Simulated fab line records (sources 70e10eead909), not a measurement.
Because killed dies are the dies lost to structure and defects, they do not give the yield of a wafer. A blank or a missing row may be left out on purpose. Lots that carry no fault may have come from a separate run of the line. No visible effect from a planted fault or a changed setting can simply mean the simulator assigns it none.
fab line records	flow nandHarc	part 1 of 2: steps 1 to 16 of 23
[record] lots = 5	wafers = 15	lastDay = 24
route steps=1159 shown A_STAIRCASE@608
lots untouched by any fault: they come from a run of this same line in which no faults occurred
startH: start of the lot's first displayed wafer, in hours after the record's first day	waitH: how many hours have passed since the lot's step before this one	" unchanged from the row above	L1.1+2: a single row standing in for several wafers	- no value present, or no start provided	* or withheld: withheld	< > ~ a bound
route shown NAME@n: NAME is a module with steps in the file, n the number in the route of the first one	usual: mean/standard deviation of fault-free wafers	same: alike in all rows	chamber/n: place in a boat	sites: the reading at each site	_std_site: how widely they spread, as a standard deviation	_edge_site: the outer-site mean with the inner-site mean subtracted	radiusMm: how far each site lies from the wafer's centre	mask NAME#n: copy n	behind: the most recent tool/chamber to have shaped the wafer	hold: why the lot was held/for how many hours/how that ended	device: names the non-switching transistor (n, p or np)	end of line: tests run on the same wafers once the route is complete	step lacking rows: just its recipe	killed: the dies lost at the first sort to structure and to defects; this is not the yield of the wafer	map: shows each die of a wafer: x if killed, . if not, _ if none is there
set.NAME: the setting that was run; set.NAME@STEP: the one run at that earlier step	model.NAME: the simulator's own value behind a step, which no gauge read
a table for each step, a row for each wafer; lots at some steps of the route
services: a tool's chamber out of use, with start hour (startH, from the record's first day; less than 0 if before it), hours out, and reason
[[steps]]
[step NHARC_A_STAIRCASE_EXPOSE_214]
[recipe] na = 0.5	doseMj = 31.26	maskId = STAIR_3
[usual] exposureDoseMJCm2 = 31.26/0.034
[same] na = 0.5
lot.wafer	tool	chamber	startH	waitH	mask	exposureDoseMJCm2
L076.3	krfScanner-03	0	251.15	-	STAIR_3#0	31.23
L076.4	"	0	"	"	STAIR_3#0	31.27
L076.5	"	0	"	"	STAIR_3#0	31.25
L078.1	krfScanner-03	0	265.57	-	STAIR_3#0	31.32
L078.5	"	0	"	"	STAIR_3#0	31.31
L078.6	"	0	"	"	STAIR_3#0	31.35
L081.1	krfScanner-03	0	284.85	-	STAIR_3#0	31.27
L081.5	"	0	"	"	STAIR_3#0	31.28
L081.6	"	0	"	"	STAIR_3#0	31.21
L086.3	krfScanner-01	0	317.02	-	STAIR_3#0	31.26
L086.5	"	0	"	"	STAIR_3#0	31.31
L086.6	"	0	"	"	STAIR_3#0	31.28
L095.4	krfScanner-03	0	366.49	-	STAIR_3#0	31.30
L095.5	"	0	"	"	STAIR_3#0	31.27
L095.6	"	0	"	"	STAIR_3#0	31.28
[step NHARC_A_STAIRCASE_PEB_215]
[recipe] pebTempC = 115	pebTimeS = 130
[usual] chillPlateTempC = 23.01/0.12	plateTempC = 115.01/0.15
lot.wafer	tool	chamber	startH	waitH	chillPlateTempC	plateTempC
L076.3	lithoTrack-05	0	251.21	0.1	23.03	114.89
L076.4	"	0	"	"	22.90	114.86
L076.5	"	0	"	"	22.85	115.10
L078.1	lithoTrack-07	0	265.64	0.1	23.15	114.96
L078.5	"	0	"	"	23.08	115.18
L078.6	"	0	"	"	23.01	115.18
L081.1	lithoTrack-05	0	284.92	0.1	22.94	115.11
L081.5	"	0	"	"	23.02	115.02
L081.6	"	0	"	"	23.01	115.05
L086.3	lithoTrack-03	0	317.07	0.1	23.30	114.79
L086.5	"	0	"	"	23.23	114.83
L086.6	"	0	"	"	23.10	114.60
L095.4	lithoTrack-03	0	366.55	0.0	23.11	114.87
L095.5	"	0	"	"	22.99	114.71
L095.6	"	0	"	"	23.01	114.77
[step NHARC_A_STAIRCASE_DEVELOP_216]
[recipe] timeS = 140
[usual] chillPlateTempC = 23.02/0.11
lot.wafer	tool	chamber	startH	waitH	chillPlateTempC
L076.3	lithoTrack-05	0	-	-	22.86
L076.4	"	0	"	"	22.83
L076.5	"	0	"	"	22.88
L078.1	lithoTrack-07	0	-	-	23.13
L078.5	"	0	"	"	23.03
L078.6	"	0	"	"	22.97
L081.1	lithoTrack-05	0	-	-	23.11
L081.5	"	0	"	"	23.00
L081.6	"	0	"	"	22.98
L086.3	lithoTrack-03	0	-	-	22.84
L086.5	"	0	"	"	23.03
L086.6	"	0	"	"	22.98
L095.4	lithoTrack-03	0	-	-	23.00
L095.5	"	0	"	"	23.07
L095.6	"	0	"	"	22.96
[step NHARC_A_STAIRCASE_HARDBAKE_218]
[recipe] tempC = 120	timeS = 140
[usual] chillPlateTempC = 23.01/0.1
lot.wafer	tool	chamber	startH	waitH	chillPlateTempC
L076.3	lithoTrack-05	0	251.43	-	22.92
L076.4	"	0	"	"	22.93
L076.5	"	0	"	"	22.90
L078.1	lithoTrack-05	0	265.86	-	23.02
L078.5	"	0	"	"	22.76
L078.6	"	0	"	"	22.84
L081.1	lithoTrack-03	0	285.14	-	22.94
L081.5	"	0	"	"	23.01
L081.6	"	0	"	"	23.08
L086.3	lithoTrack-03	0	317.30	-	22.99
L086.5	"	0	"	"	22.96
L086.6	"	0	"	"	22.83
L095.4	lithoTrack-05	0	366.79	-	23.02
L095.5	"	0	"	"	23.01
L095.6	"	0	"	"	23.11
[step NHARC_A_STAIRCASE_DESCUM_219]
[recipe] timeS = 3	o2FlowSccm = 200	arFlowSccm = 0	biasPowerW = 0	chemistry = O2
[usual] drypumpMotorCurrentA = 5.7/0.32	oesProductAu = 0.998/0.0077	rfVppV = 57.8/0.89	showerheadPlenumPTorr = 1.92/0.094	throttleValvePct = 11.310/0.0089
lot.wafer	tool	chamber	startH	waitH	drypumpMotorCurrentA	oesProductAu	rfHoursCounterH	rfVppV	showerheadPlenumPTorr	throttleValvePct
L076.3	rieDiel-07	0	251.52	-	6.2	1.007	5	57.4	2.08	11.323
L076.4	"	1	"	"	5.6	0.988	7	58.6	1.80	11.318
L076.5	"	0	"	"	6.3	0.992	-	59.6	2.07	11.313
L078.1	rieDiel-03	3	265.96	-	6.1	0.999	18	58.3	1.97	11.315
L078.5	"	2	"	"	5.8	0.989	-	57.1	1.95	11.295
L078.6	"	3	"	"	6.1	0.994	-	57.5	1.97	11.331
L081.1	rieDiel-02	2	285.24	-	5.4	0.994	43	58.3	1.79	11.309
L081.6	"	1	"	"	5.4	0.999	-	55.4	1.80	11.308
L081.5	"	2	"	"	5.3	0.985	-	57.4	1.79	11.320
L086.3	rieDiel-03	3	317.39	-	6.0	1.014	39	58.8	1.96	11.305
L086.6	"	2	"	"	5.7	1.003	-	58.1	1.95	11.286
L086.5	"	3	"	"	6.1	1.011	-	58.1	1.96	11.309
L095.4	rieDiel-07	2	366.89	-	6.0	1.006	44	57.8	1.81	11.296
L095.5	"	3	"	"	5.7	1.001	-	58.4	1.95	11.303
L095.6	"	0	"	"	6.2	1.004	-	58.4	2.06	11.307
[step NHARC_A_STAIRCASE_TRIM_220]
[recipe] timeS = 211.2	o2FlowSccm = 500	arFlowSccm = 0	biasW = 0	chemistry = O2
[usual] drypumpMotorCurrentA = 5.7/0.33	oesProductAu = 0.999/0.007	rfVppV = 57.7/0.88	showerheadPlenumPTorr = 3.53/0.16	throttleValvePct = 17.035/0.0093
lot.wafer	tool	chamber	startH	waitH	drypumpMotorCurrentA	oesProductAu	rfHoursCounterH	rfVppV	showerheadPlenumPTorr	throttleValvePct
L076.3	rieDiel-07	1	251.60	0.1	5.6	0.991	7	57.3	3.33	17.047
L076.4	"	2	"	"	6.0	1.000	6	57.8	3.37	17.032
L076.5	"	1	"	"	5.6	0.997	-	56.0	3.33	17.044
L078.1	rieDiel-03	2	266.08	0.1	5.8	0.995	18	57.2	3.60	17.037
L078.6	"	3	"	"	6.1	1.007	-	56.7	3.63	17.048
L078.5	"	0	"	"	5.5	1.006	-	57.7	3.60	17.048
L081.1	rieDiel-02	0	285.34	0.1	5.9	0.997	49	58.1	3.45	17.023
L081.5	"	2	"	"	5.4	1.004	-	58.6	3.32	17.023
L081.6	"	3	"	"	5.0	1.003	-	56.9	3.38	17.032
L086.3	rieDiel-03	3	317.49	0.1	6.0	0.988	40	59.4	3.61	17.050
L086.5	"	2	"	"	5.8	1.001	-	58.2	3.58	17.033
L086.6	"	3	"	"	6.1	0.990	-	57.7	3.61	17.033
L095.4	rieDiel-07	1	366.98	0.1	5.6	0.992	44	58.5	3.31	17.038
L095.6	"	3	"	"	5.7	0.999	-	56.4	3.60	17.040
L095.5	"	0	"	"	6.3	1.000	-	57.9	3.78	17.035
[step NHARC_A_STAIRCASE_ETCH_221]
[recipe] targetDepthA = 1000	timeS = 40.5	ionEnergyEv = 400	c4f8FlowSccm = 20	o2FlowSccm = 10	arFlowSccm = withheld	rfW = 600	biasW = 1000	chemistry = C4F8/O2
[usual] oesProductAu = 0.937/0.013	rfFwdPowerW = 592/3.3	rfVppV = 896/5.8
lot.wafer	tool	chamber	startH	waitH	oesProductAu	rfFwdPowerW	rfHoursCounterH	rfVppV
L076.4	rieDiel-07	0	-	-	0.963	586	5	904
L076.3	"	1	"	"	0.944	592	7	888
L076.5	"	2	"	"	0.955	594	-	890
L078.1	rieDiel-03	0	-	-	0.924	596	16	897
L078.6	"	2	"	"	0.929	593	-	899
L078.5	"	3	"	"	0.933	594	-	900
L081.1	rieDiel-02	3	-	-	0.947	594	48	891
L081.5	"	0	"	"	0.970	592	-	893
L081.6	"	1	"	"	0.952	587	-	888
L086.3	rieDiel-03	1	-	-	0.939	591	39	905
L086.5	"	0	"	"	0.929	600	-	898
L086.6	"	1	"	"	0.940	590	-	904
L095.4	rieDiel-07	1	-	-	0.954	593	44	888
L095.6	"	2	"	"	0.965	586	-	891
L095.5	"	3	"	"	0.941	595	-	899
[step NHARC_A_STAIRCASE_TRIM_222]
[recipe] timeS = 211.2	o2FlowSccm = 500	arFlowSccm = 0	biasW = 0	chemistry = O2
[usual] drypumpMotorCurrentA = 5.7/0.32	oesProductAu = 0.999/0.007	rfVppV = 57.8/0.95	showerheadPlenumPTorr = 3.52/0.16	throttleValvePct = 17.037/0.0091
lot.wafer	tool	chamber	startH	waitH	drypumpMotorCurrentA	oesProductAu	rfHoursCounterH	rfVppV	showerheadPlenumPTorr	throttleValvePct
L076.3	rieDiel-07	3	-	-	5.7	1.006	5	57.8	3.61	17.026
L076.4	"	0	"	"	6.2	1.000	5	60.0	3.81	17.037
L076.5	"	3	"	"	5.7	1.009	-	58.9	3.61	17.040
L078.1	rieDiel-03	1	-	-	5.8	0.999	18	59.0	3.77	17.035
L078.6	"	3	"	"	6.1	1.005	-	57.1	3.62	17.036
L078.5	"	0	"	"	5.5	1.001	-	56.3	3.59	17.016
L081.1	rieDiel-02	2	-	-	5.4	0.997	43	57.1	3.32	17.038
L081.6	"	2	"	"	5.4	0.994	-	56.5	3.32	17.038
L081.5	"	3	"	"	5.0	0.998	-	55.9	3.38	17.036
L086.3	rieDiel-03	2	-	-	5.8	0.995	39	58.4	3.58	17.031
L086.6	"	2	"	"	5.8	0.997	-	59.1	3.58	17.045
L086.5	"	3	"	"	6.1	0.994	-	58.2	3.61	17.033
L095.4	rieDiel-07	3	-	-	5.7	0.998	37	58.7	3.60	17.023
L095.6	"	2	"	"	6.0	0.997	-	57.4	3.34	17.017
L095.5	"	3	"	"	5.7	0.992	-	57.8	3.60	17.030
[step NHARC_A_STAIRCASE_ETCH_223]
[recipe] targetDepthA = 1000	timeS = 40.5	ionEnergyEv = 400	c4f8FlowSccm = 20	o2FlowSccm = 10	arFlowSccm = withheld	rfW = 600	biasW = 1000	chemistry = C4F8/O2
[usual] oesProductAu = 0.940/0.01	rfFwdPowerW = 592/3.1	rfVppV = 896/6
lot.wafer	tool	chamber	startH	waitH	oesProductAu	rfFwdPowerW	rfHoursCounterH	rfVppV
L076.3	rieDiel-07	2	-	-	0.954	590	7	891
L076.4	"	1	"	"	0.949	594	8	889
L076.5	"	2	"	"	0.941	595	-	890
L078.1	rieDiel-03	3	-	-	0.943	591	19	902
L078.6	"	0	"	"	0.939	595	-	898
L078.5	"	1	"	"	0.925	588	-	904
L081.1	rieDiel-02	0	-	-	0.947	590	49	893
L081.5	"	2	"	"	0.935	589	-	888
L081.6	"	3	"	"	0.937	597	-	891
L086.3	rieDiel-03	1	-	-	0.947	590	39	903
L086.5	"	1	"	"	0.945	590	-	904
L086.6	"	2	"	"	0.931	596	-	898
L095.4	rieDiel-07	1	-	-	0.951	592	44	889
L095.6	"	2	"	"	0.952	591	-	889
L095.5	"	3	"	"	0.942	594	-	898
[step NHARC_A_STAIRCASE_TRIM_224]
[recipe] timeS = 211.2	o2FlowSccm = 500	arFlowSccm = 0	biasW = 0	chemistry = O2
[usual] drypumpMotorCurrentA = 5.7/0.33	oesProductAu = 0.999/0.0072	rfVppV = 57.7/0.86	showerheadPlenumPTorr = 3.53/0.16	throttleValvePct = 17.036/0.0088
lot.wafer	tool	chamber	startH	waitH	drypumpMotorCurrentA	oesProductAu	rfHoursCounterH	rfVppV	showerheadPlenumPTorr	throttleValvePct
L076.3	rieDiel-07	0	-	-	6.2	0.999	5	59.0	3.81	17.024
L076.4	"	2	"	"	6.0	1.012	7	58.6	3.36	17.040
L076.5	"	1	"	"	5.6	0.988	-	56.4	3.33	17.056
L078.1	rieDiel-03	3	-	-	6.1	1.000	19	57.8	3.62	17.026
L078.6	"	3	"	"	6.1	0.997	-	58.3	3.62	17.029
L078.5	"	0	"	"	5.5	0.998	-	58.2	3.60	17.018
L081.1	rieDiel-02	0	-	-	5.9	1.007	49	57.0	3.45	17.023
L081.5	"	1	"	"	5.4	1.026	-	57.8	3.32	17.041
L081.6	"	2	"	"	5.4	1.004	-	57.1	3.32	17.053
L086.3	rieDiel-03	1	-	-	5.8	0.992	39	59.7	3.75	17.041
L086.6	"	3	"	"	6.1	0.996	-	57.4	3.61	17.052
L086.5	"	0	"	"	5.5	0.984	-	56.6	3.58	17.025
L095.4	rieDiel-07	3	-	-	5.8	1.004	37	59.4	3.60	17.032
L095.5	"	0	"	"	6.3	1.001	-	59.1	3.78	17.043
L095.6	"	1	"	"	5.6	0.995	-	57.3	3.31	17.036
[step NHARC_A_STAIRCASE_ETCH_225]
[recipe] targetDepthA = 1000	timeS = 40.5	ionEnergyEv = 400	c4f8FlowSccm = 20	o2FlowSccm = 10	arFlowSccm = withheld	rfW = 600	biasW = 1000	chemistry = C4F8/O2
[usual] oesProductAu = 0.941/0.01	rfFwdPowerW = 592.0/2.9	rfVppV = 896/5.8
lot.wafer	tool	chamber	startH	waitH	oesProductAu	rfFwdPowerW	rfHoursCounterH	rfVppV
L076.4	rieDiel-07	2	-	-	0.961	595.4	7	890
L076.3	"	1	"	"	0.943	593.8	8	890
L076.5	"	3	"	"	0.948	592.4	-	900
L078.1	rieDiel-03	0	-	-	0.942	595.1	16	898
L078.5	"	1	"	"	0.935	587.0	-	904
L078.6	"	2	"	"	0.943	589.4	-	898
L081.1	rieDiel-02	0	-	-	0.957	591.2	49	893
L081.5	"	3	"	"	0.949	593.0	-	889
L081.6	"	0	"	"	0.950	590.9	-	892
L086.3	rieDiel-03	3	-	-	0.928	592.4	40	899
L086.5	"	3	"	"	0.930	591.3	-	898
L086.6	"	0	"	"	0.927	597.2	-	898
L095.4	rieDiel-07	0	-	-	0.943	586.0	41	906
L095.5	"	3	"	"	0.948	596.5	-	897
L095.6	"	0	"	"	0.941	586.1	-	905
[step NHARC_A_STAIRCASE_TRIM_226]
[recipe] timeS = 211.2	o2FlowSccm = 500	arFlowSccm = 0	biasW = 0	chemistry = O2
[usual] drypumpMotorCurrentA = 5.7/0.33	oesProductAu = 0.998/0.0069	rfVppV = 57.7/0.84	showerheadPlenumPTorr = 3.53/0.16	throttleValvePct = 17.036/0.0095
lot.wafer	tool	chamber	startH	waitH	drypumpMotorCurrentA	oesProductAu	rfHoursCounterH	rfVppV	showerheadPlenumPTorr	throttleValvePct
L076.4	rieDiel-07	1	-	-	5.6	1.001	8	57.4	3.33	17.021
L076.3	"	0	"	"	6.3	0.995	5	58.7	3.81	17.034
L076.5	"	1	"	"	5.6	0.998	-	57.3	3.33	17.040
L078.1	rieDiel-03	3	-	-	6.1	0.992	19	57.2	3.62	17.040
L078.6	"	2	"	"	5.8	1.007	-	58.2	3.59	17.047
L078.5	"	3	"	"	6.0	0.995	-	58.3	3.62	17.030
L081.1	rieDiel-02	3	-	-	5.0	1.005	48	56.7	3.38	17.046
L081.5	"	0	"	"	5.9	0.993	-	59.3	3.45	17.033
L081.6	"	1	"	"	5.4	1.010	-	58.7	3.33	17.036
L086.3	rieDiel-03	1	-	-	5.8	0.986	39	58.7	3.75	17.038
L086.6	"	2	"	"	5.7	1.001	-	57.1	3.58	17.025
L086.5	"	3	"	"	6.1	0.989	-	57.8	3.61	17.044
L095.4	rieDiel-07	3	-	-	5.7	0.996	37	57.7	3.60	17.030
L095.6	"	0	"	"	6.3	1.004	-	58.0	3.78	17.026
L095.5	"	1	"	"	5.6	0.991	-	56.6	3.31	17.040
[step NHARC_A_STAIRCASE_ETCH_227]
[recipe] targetDepthA = 1000	timeS = 40.5	ionEnergyEv = 400	c4f8FlowSccm = 20	o2FlowSccm = 10	arFlowSccm = withheld	rfW = 600	biasW = 1000	chemistry = C4F8/O2
[usual] oesProductAu = 0.940/0.01	rfFwdPowerW = 592.1/3	rfVppV = 896/6.1
lot.wafer	tool	chamber	startH	waitH	oesProductAu	rfFwdPowerW	rfHoursCounterH	rfVppV
L076.3	rieDiel-07	3	-	-	0.952	595.1	6	897
L076.4	"	2	"	"	0.949	596.0	7	889
L076.5	"	0	"	"	0.942	587.5	-	906
L078.1	rieDiel-03	3	-	-	0.933	593.9	19	900
L078.5	"	0	"	"	0.937	593.1	-	900
L078.6	"	1	"	"	0.938	589.5	-	906
L081.1	rieDiel-02	3	-	-	0.939	595.2	48	891
L081.6	"	1	"	"	0.936	589.7	-	887
L081.5	"	2	"	"	0.930	589.2	-	888
L086.3	rieDiel-03	3	-	-	0.937	595.4	40	899
L086.6	"	1	"	"	0.955	588.1	-	904
L086.5	"	2	"	"	0.948	592.3	-	899
L095.4	rieDiel-07	1	-	-	0.929	592.6	44	888
L095.6	"	1	"	"	0.938	592.4	-	888
L095.5	"	2	"	"	0.964	595.0	-	889
[step NHARC_A_STAIRCASE_TRIM_229]
[recipe] timeS = 211.2	o2FlowSccm = 500	arFlowSccm = 0	biasW = 0	chemistry = O2
[usual] drypumpMotorCurrentA = 5.7/0.38	oesProductAu = 0.999/0.0081	rfVppV = 57.6/0.96	showerheadPlenumPTorr = 3.47/0.17	throttleValvePct = 17.036/0.0091
lot.wafer	tool	chamber	startH	waitH	drypumpMotorCurrentA	oesProductAu	rfHoursCounterH	rfVppV	showerheadPlenumPTorr	throttleValvePct
L076.3	rieDiel-07	1	252.71	0.1	5.6	0.976	8	57.7	3.33	17.054
L076.4	"	3	"	"	5.7	1.008	6	56.8	3.61	17.051
L076.5	"	0	"	"	6.3	0.999	-	57.4	3.81	17.038
L078.1	rieDiel-07	3	267.65	0.1	5.7	0.996	12	58.8	3.61	17.035
L078.5	"	1	"	"	5.6	0.980	-	55.8	3.33	17.050
L078.6	"	2	"	"	6.0	0.995	-	57.5	3.36	17.034
L081.1	rieDiel-02	2	286.40	0.1	5.3	1.006	43	57.4	3.32	17.041
L081.6	"	1	"	"	5.4	1.011	-	56.4	3.32	17.033
L081.5	"	2	"	"	5.4	1.003	-	58.0	3.32	17.043
L086.3	rieDiel-02	3	318.61	0.1	5.0	0.995	60	56.5	3.37	17.043
L086.6	"	2	"	"	5.4	1.005	-	57.2	3.32	17.048
L086.5	"	3	"	"	5.0	0.997	-	57.7	3.37	17.029
L095.4	rieDiel-02	3	367.99	0.1	5.0	0.996	10	55.3	3.36	17.036
L095.6	"	2	"	"	5.4	1.004	-	55.7	3.31	17.033
L095.5	"	3	"	"	5.0	1.002	-	59.7	3.36	17.024
[step NHARC_A_STAIRCASE_ETCH_230]
[recipe] targetDepthA = 1000	timeS = 40.5	ionEnergyEv = 400	c4f8FlowSccm = 20	o2FlowSccm = 10	arFlowSccm = withheld	rfW = 600	biasW = 1000	chemistry = C4F8/O2
[usual] oesProductAu = 0.942/0.018	rfFwdPowerW = 592/3.3	rfVppV = 894/6.2
lot.wafer	tool	chamber	startH	waitH	oesProductAu	rfFwdPowerW	rfHoursCounterH	rfVppV
L076.3	rieDiel-07	2	-	-	0.933	592	7	890
L076.4	"	3	"	"	0.942	594	6	899
L076.5	"	1	"	"	0.924	595	-	889
L078.1	rieDiel-07	0	-	-	0.921	587	10	905
L078.5	"	1	"	"	0.919	596	-	887
L078.6	"	2	"	"	0.923	594	-	890
L081.1	rieDiel-02	2	-	-	0.939	593	43	888
L081.5	"	0	"	"	0.938	595	-	893
L081.6	"	1	"	"	0.936	590	-	890
L086.3	rieDiel-02	2	-	-	0.964	593	57	887
L086.5	"	3	"	"	0.967	596	-	890
L086.6	"	0	"	"	0.987	589	-	893
L095.4	rieDiel-02	1	-	-	0.921	592	12	888
L095.6	"	3	"	"	0.919	597	-	890
L095.5	"	0	"	"	0.914	590	-	893
[step NHARC_A_STAIRCASE_TRIM_231]
[recipe] timeS = 211.2	o2FlowSccm = 500	arFlowSccm = 0	biasW = 0	chemistry = O2
[usual] drypumpMotorCurrentA = 5.7/0.37	oesProductAu = 0.999/0.0081	rfVppV = 57.6/0.87	showerheadPlenumPTorr = 3.46/0.16	throttleValvePct = 17.036/0.0093
lot.wafer	tool	chamber	startH	waitH	drypumpMotorCurrentA	oesProductAu	rfHoursCounterH	rfVppV	showerheadPlenumPTorr	throttleValvePct
L076.3	rieDiel-07	1	-	-	5.6	0.988	8	56.9	3.33	17.038
L076.4	"	2	"	"	6.0	1.001	7	58.5	3.36	17.043
L076.5	"	3	"	"	5.7	0.990	-	58.3	3.61	17.054
L078.1	rieDiel-07	3	-	-	5.7	0.998	12	59.5	3.61	17.022
L078.6	"	1	"	"	5.6	0.979	-	57.8	3.33	17.025
L078.5	"	2	"	"	6.0	0.988	-	56.2	3.36	17.029
L081.1	rieDiel-02	3	-	-	5.0	0.988	48	56.5	3.38	17.037
L081.5	"	0	"	"	5.9	1.009	-	58.0	3.45	17.032
L081.6	"	1	"	"	5.4	1.015	-	57.7	3.32	17.041
L086.3	rieDiel-02	1	-	-	5.4	1.013	63	57.3	3.32	17.029
L086.6	"	1	"	"	5.4	1.002	-	57.0	3.32	17.046
L086.5	"	2	"	"	5.4	1.010	-	58.4	3.32	17.029
L095.4	rieDiel-02	1	-	-	5.4	1.007	12	56.3	3.31	17.034
L095.6	"	3	"	"	5.0	0.999	-	58.6	3.36	17.031
L095.5	"	0	"	"	5.9	0.995	-	59.0	3.43	17.046
